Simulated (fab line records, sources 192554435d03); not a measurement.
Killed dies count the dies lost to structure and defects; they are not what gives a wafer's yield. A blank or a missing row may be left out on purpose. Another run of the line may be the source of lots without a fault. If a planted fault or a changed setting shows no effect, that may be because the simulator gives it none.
Chamber matching -- flow n5_finfet -- N5_BEOL_M8_DEP_56 on pecvd-01 has 3 sister chambers
The step deposits SiCN from 3MS/NH3, target thk 10 nm, time 17.5 s. 18 wafers are shown with their chamber, then 9 later ones without.

WAFERS WITH THEIR CHAMBER
wafer,chamber,showerhead_plenum_p_Torr (Torr),throttle_valve_pct (%)
L075.3,1,3.684,8.8
L075.4,0,3.677,8.8
L075.5,1,3.687,8.8
L079.2,0,3.674,8.8
L079.3,2,3.668,8.7
L079.4,0,3.669,8.8
L080.2,1,3.676,8.9
L080.3,2,3.664,8.8
L080.4,2,3.674,8.8
L081.1,2,3.674,8.9
L081.3,1,3.673,8.7
L081.6,2,3.675,9.1
L082.1,1,3.682,8.7
L082.3,0,3.663,8.6
L082.4,0,3.673,8.9
L088.1,0,3.658,9.2
L088.2,1,3.679,8.9
L088.5,2,3.667,9.2

SIGNATURES (averages over the wafers above)
reading,chamber 0,chamber 1,chamber 2,scatter within a chamber
showerhead_plenum_p_Torr,3.66900,3.68017,3.67033,0.00579
throttle_valve_pct,8.850,8.800,8.917,0.168
Rule: a wafer's distance from a chamber is the root of the sum, over the readings, of the square of ((its reading less the chamber's mean) divided by the reading's scatter). If the next closest chamber is less than 2 further off than the closest, the wafer can't be placed; otherwise it belongs to the closest. The scatter: take each reading less its chamber's mean, square it, sum over the shown wafers, divide by the number of wafers less the number of chambers, and take the root.

WAFERS WITHOUT THEIR CHAMBER
wafer,showerhead_plenum_p_Torr (Torr),throttle_valve_pct (%)
L092.1,3.678,8.9
L092.2,3.664,9.0
L092.5,3.682,8.6
L094.2,3.669,9.1
L094.3,3.676,8.8
L094.4,3.679,8.8
L095.4,3.666,8.8
L095.5,3.678,8.7
L095.6,3.673,8.7

WHICH CHAMBER EACH WENT THROUGH
wafer,from the rows above,in truth
L092.1,can't be placed: 1 or 2 or 0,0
L092.2,can't be placed: 2 or 0 or 1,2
L092.5,can't be placed: 1 or 0 or 2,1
L094.2,can't be placed: 2 or 0 or 1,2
L094.3,can't be placed: 1 or 2 or 0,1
L094.4,can't be placed: 1 or 2 or 0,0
L095.4,can't be placed: 0 or 2 or 1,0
L095.5,can't be placed: 1 or 0 or 2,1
L095.6,can't be placed: 0 or 2 or 1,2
0 of 9 placed correctly. From these rows, 9 cannot be placed; in 9 the true chamber is one of the candidates. Number placed wrongly: 0.
